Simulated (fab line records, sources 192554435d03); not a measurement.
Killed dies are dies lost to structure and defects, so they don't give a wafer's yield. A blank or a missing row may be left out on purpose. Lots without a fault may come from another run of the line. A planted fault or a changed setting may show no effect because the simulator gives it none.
Split-lot experiment | flow n5_finfet | 7 lots, 39 wafers read, on a route of 1938 steps

THE SPLIT
At N5_BEOL_M11_DESCUM_16 (chemistry O2, time 7.9 s), the setting time_s was moved away from the recipe's 7.9 s on 15 of the 39 wafers read, by -57.1% to +56.2%. The other wafers ran this setting at the recipe's value.

The reading is taken at the split's own step.

THE READING
CAR-ArF_of_BEOL_M11_COAT_05.thk_nm (the simulator's own value, which no gauge read), in nm, at N5_BEOL_M11_DESCUM_16 (chemistry O2, time 7.9 s). The file gives no usual value for it. The 24 wafers here that ran the recipe average 83.3 nm, standard deviation 0.31 nm.

wafer  | tool, chamber at the split | time_s as run, s | against the recipe | CAR-ArF_of_BEOL_M11_COAT_05.thk_nm, nm | against lot-mates on the recipe
L074.1 | rie_diel-04, 0,2,3         | 7.9              | recipe             | 83.2                                   | -
L074.2 | rie_diel-04, 0,2,3         | 7.9              | recipe             | 83.2                                   | -
L074.3 | rie_diel-04, 0,2,3         | 7.9              | recipe             | 83.2                                   | -
L074.4 | rie_diel-04, 1             | 10.26            | +29.9%             | 81.8                                   | -1.4
L074.5 | rie_diel-04, 3             | 10.26            | +29.9%             | 81.6                                   | -1.6
L074.6 | rie_diel-04, 2             | 10.26            | +29.9%             | 81.4                                   | -1.8
L084.1 | rie_diel-05, 1,0           | 9.832            | +24.5%             | 83                                     | -1.0
L084.3 | rie_diel-05, 1,0           | 9.832            | +24.5%             | 83                                     | -1.0
L084.2 | rie_diel-05, 2             | 9.832            | +24.5%             | 82.8                                   | -1.2
L084.4 | rie_diel-05, 2,1,0         | 7.9              | recipe             | 84                                     | -
L084.5 | rie_diel-05, 2,1,0         | 7.9              | recipe             | 84                                     | -
L084.6 | rie_diel-05, 2,1,0         | 7.9              | recipe             | 84                                     | -
L083.1 | rie_diel-05, 0             | 7.9              | recipe             | 83                                     | -
L083.2 | rie_diel-05, 1             | 7.9              | recipe             | 83.2                                   | -
L083.4 | rie_diel-05, 1             | 7.9              | recipe             | 83.2                                   | -
L083.3 | rie_diel-05, 2             | 12.34            | +56.2%             | 80.2                                   | -2.9
L083.5 | rie_diel-05, 0,2           | 12.34            | +56.2%             | 80.6                                   | -2.5
L083.6 | rie_diel-05, 0,2           | 12.34            | +56.2%             | 80.6                                   | -2.5
L085.1 | rie_diel-03, 3,3,0         | 7.9              | recipe             | 83                                     | -
L085.4 | rie_diel-03, 3,3,0         | 7.9              | recipe             | 83                                     | -
L085.5 | rie_diel-03, 3,3,0         | 7.9              | recipe             | 83                                     | -
L085.2 | rie_diel-03, 0,1,1         | 7.9              | recipe             | 83.2                                   | -
L085.3 | rie_diel-03, 0,1,1         | 7.9              | recipe             | 83.2                                   | -
L085.6 | rie_diel-03, 0,1,1         | 7.9              | recipe             | 83.2                                   | -
L087.1 | rie_diel-05, 3,0,1         | 7.9              | recipe             | 83.4                                   | -
L087.2 | rie_diel-05, 3,0,1         | 7.9              | recipe             | 83.4                                   | -
L087.6 | rie_diel-05, 3,0,1         | 7.9              | recipe             | 83.4                                   | -
L087.3 | rie_diel-05, 2,1,2         | 3.39             | -57.1%             | 86.2                                   | +2.8
L087.4 | rie_diel-05, 2,1,2         | 3.39             | -57.1%             | 86.2                                   | +2.8
L087.5 | rie_diel-05, 2,1,2         | 3.39             | -57.1%             | 86.2                                   | +2.8
L090.2 | rie_diel-05, 3             | 7.9              | recipe             | 83.2                                   | -
L090.3 | rie_diel-05, 2             | 7.9              | recipe             | 83.8                                   | -
L090.5 | rie_diel-05, 0             | 7.9              | recipe             | 83.4                                   | -
L094.1 | rie_diel-03, 1             | 7.9              | recipe             | 83                                     | -
L094.2 | rie_diel-03, 2,3           | 7.9              | recipe             | 83.2                                   | -
L094.4 | rie_diel-03, 2,3           | 7.9              | recipe             | 83.2                                   | -
L094.3 | rie_diel-03, 0,2           | 4.621            | -41.5%             | 85.2                                   | +2.1
L094.6 | rie_diel-03, 0,2           | 4.621            | -41.5%             | 85.2                                   | +2.1
L094.5 | rie_diel-03, 3             | 4.621            | -41.5%             | 84.8                                   | +1.7
Where a row lists several chambers, the file gives one row for several wafers and doesn't say which wafer went through which chamber.

THE FIT
A straight line over all 39 wafers: CAR-ArF_of_BEOL_M11_COAT_05.thk_nm changes by -0.0476 nm for each +1% of time_s; r = -0.96; the points scatter about the line by 0.37 nm.
The same after taking each lot's own level away (the mean of its wafers on the recipe; 39 wafers): -0.0482 nm for each +1%; r = -0.99; scatter 0.14 nm.
On that fit, the largest move of time_s shifts the reading by 2.7 nm.
The lots' own levels span 83.10 to 84.00 nm, that is 2.9 times the standard deviation above.
So the lot-to-lot level changes the slope little: the two slopes agree.
Check: with one of the wafers moved furthest among these (-57.1%) left out of the fit, the line predicts +2.74 nm for it against its lot-mates. It came out at +2.8 nm against them.

THE FILE'S OWN FIT
CAR-ArF_of_BEOL_M11_COAT_05.thk_nm changes by -0.0482 nm for each +1% of time_s, r = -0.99.
